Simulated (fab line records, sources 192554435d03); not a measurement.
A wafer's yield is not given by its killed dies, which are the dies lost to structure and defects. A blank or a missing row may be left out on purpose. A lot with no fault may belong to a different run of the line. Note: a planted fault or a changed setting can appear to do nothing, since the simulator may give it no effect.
Comparing a struck lot with a sound one    flow n5-finfet    37 steps out of a route of 1938
Sound: the wafers L586.2, L586.3, L586.6. Struck: wafer L600.5 (left out: L600.6, a lot-mate that was not struck); the cause follows at the end.
Order at every step that has rows: each side's tool, ch and its chambers, its first start. Under that, the readings that differ: sound wafers    struck wafers    difference of the means    sigmas: that difference in standard deviations of wafers without a fault.
alike: a reading whose means differ by less than 2 such deviations, as well as words and numbers matching on both sides. not compared: withheld readings; readings where some wafer has no value; bounds like >300 that might hide an equal value; numbers whose values overlap and for which the record gives no deviation.
Wherever a step has rows on one side only, a row that says differs or no value, or a row with sigmas, the two part there. Non-overlapping numbers with no deviation appear without sigmas and do not part them. Lack of a reading on every wafer of one side parts them only where that side has two or more wafers.

first, 9 steps without rows for these wafers: N5_SDB_COAT_04 (time 60 s, resist thk 18 nm); N5_SDB_COAT_05 (resist thk 90 nm); N5_SDB_EBR_07; N5_SDB_SOFTBAKE_06 (time 60 s); N5_SDB_EXPOSE_08 (exposes mask SDB); N5_SDB_PEB_09 (peb time 60 s); N5_SDB_DEVELOP_10 (develop time 30 s); N5_SDB_DESCUM_16 (chemistry O2, time 7.9 s); N5_SDB_ETCH_17 (etches SiARC in CF4, target depth 23.4 nm, time 39 s).
N5_SDB_ETCH_18: etches SOC in N2/H2, target depth 100 nm, overetch 20 nm, time 150 s.
  sound on rie-diel-06 ch 1,2, day 4 00:51; struck on rie-diel-02 ch 1, day 7 07:32
reading                                 sound              struck  difference  sigmas
oes-product-au (a.u.)                   0.59 0.63 0.60     0.90    +0.29       +4
model.etch.depth-nm (nm)                100.3 100.1 100.4  91.84   -8.43       
model.SiARC_of_SDB_COAT_04.thk-nm (nm)  13 12.8 13         14      +1          
  alike: chamber-pressure-mTorr, drypump-motor-current-A, rf-vpp-V, showerhead-plenum-p-Torr, temp-c, throttle-valve-pct
  not compared: rf-hours-counter-h
then, 26 steps without rows for these wafers: N5_SDB_STRIP_19 (strips in N2/H2); N5_SDB_STRIP_21 (strips in CF4); N5_SDB_HM_OPEN_20 (chemistry CH3F/O2, target SiNx, stops on poly-Si, target depth 24 nm); N5_SDB_STRIP_22 (strips in N2/H2); N5_SDB_PRECLEAN_23 (cleans in dHF, time 30 s); N5_SDB_DUMMY_REMOVE_24 (chemistry TMAH, target poly-Si, stops on SiO2, target depth 142 nm, time 57 s, rinse time 30 s); N5_SDB_ETCH_25 (etches SiO2 in C4F6/O2, target depth 10 nm, time 3.3 s); N5_SDB_CUT_ETCH_26 (etches Si in HBr/Cl2/O2, target depth 129.6 nm, bt time 20 s, time 51.8 s); N5_SDB_PRECLEAN_38 (cleans in dHF, time 10 s); N5_SDB_PRECLEAN_39 (cleans in O3/DIW, time 45 s); N5_SDB_SRD_28 (time 30 s); N5_SDB_ALD_29 (deposits SiNx, target thk 30 nm, pulse time 1 s, ald cycles 600); N5_SDB_CMP_30 (polishes, stops on poly-Si, t overpolish 1.54 s, target thk 30 nm); N5_DUMMY_REMOVAL_HM_STRIP_01 (strips SiNx in CH3F/O2, stops on poly-Si, target depth 4 nm, time 6.8 s); N5_DUMMY_REMOVAL_STRIP_10 (strips in N2/H2, time 40 s); N5_DUMMY_REMOVAL_PRECLEAN_07 (cleans in dHF, time 30 s); N5_DUMMY_REMOVAL_DUMMY_REMOVE_02 (chemistry TMAH, target poly-Si, stops on SiO2, target depth 142 nm, time 57 s, rinse time 30 s); N5_DUMMY_REMOVAL_PRECLEAN_08 (cleans in NF3:NH3, afs cycles 2, time 20 s, sublimation time 60 s); N5_DUMMY_REMOVAL_PRECLEAN_04 (cleans in DHF, time 37 s); N5_DUMMY_REMOVAL_SRD_05 (time 30 s); N5_HKMG_FIN_IL_REGROW_00 (material SiO2, chemistry O3, target thk 0.75 nm, time 30 s); N5_HKMG_FIN_HK_ALD_01 (deposits HfO2, target thk 1.6 nm, pulse time 3 s, purge time 3 s); N5_HKMG_FIN_HK_ANNEAL_02 (time 30 s); N5_HKMG_FIN_ALD_74 (deposits La2O3, target thk 0.5 nm, pulse time 6 s, co reactant pulse time 1 s); N5_HKMG_FIN_ALD_75 (deposits Al2O3, target thk 1 nm, co reactant pulse time 1 s); N5_HKMG_FIN_COAT_41 (time 60 s, resist thk 300 nm).
-- record jumps: 9 days separate the struck wafers' starts on either side; left off in module HKMG_FIN, taken up again in module PASSIVATION, whose first shown step is the route's number 1936 --
N5_PASSIVATION_PROBE_49:
  sound: prober-02 at day 12 08:00; struck: prober-01 at day 16 16:52
reading              sound        struck  difference  sigmas
killed-at-front-end  45 50 43     984     +938        +78
killed-dies          102 124 107  1055    +944        +52
killed-on-rim        13 17 11     128     +114        +28
  alike: killed_at_M0_to_M3, killed_at_M4_up, killed-at-contacts, killed-at-other, killed-open, killed-short

== WHERE THEY PART ==
First at N5_SDB_ETCH_18; last, within this record, at N5_PASSIVATION_PROBE_49.

WHY: what had been put in by the simulator
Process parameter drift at N5_SDB_ETCH_18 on rie-diel-02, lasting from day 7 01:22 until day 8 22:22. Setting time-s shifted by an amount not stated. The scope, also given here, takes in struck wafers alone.
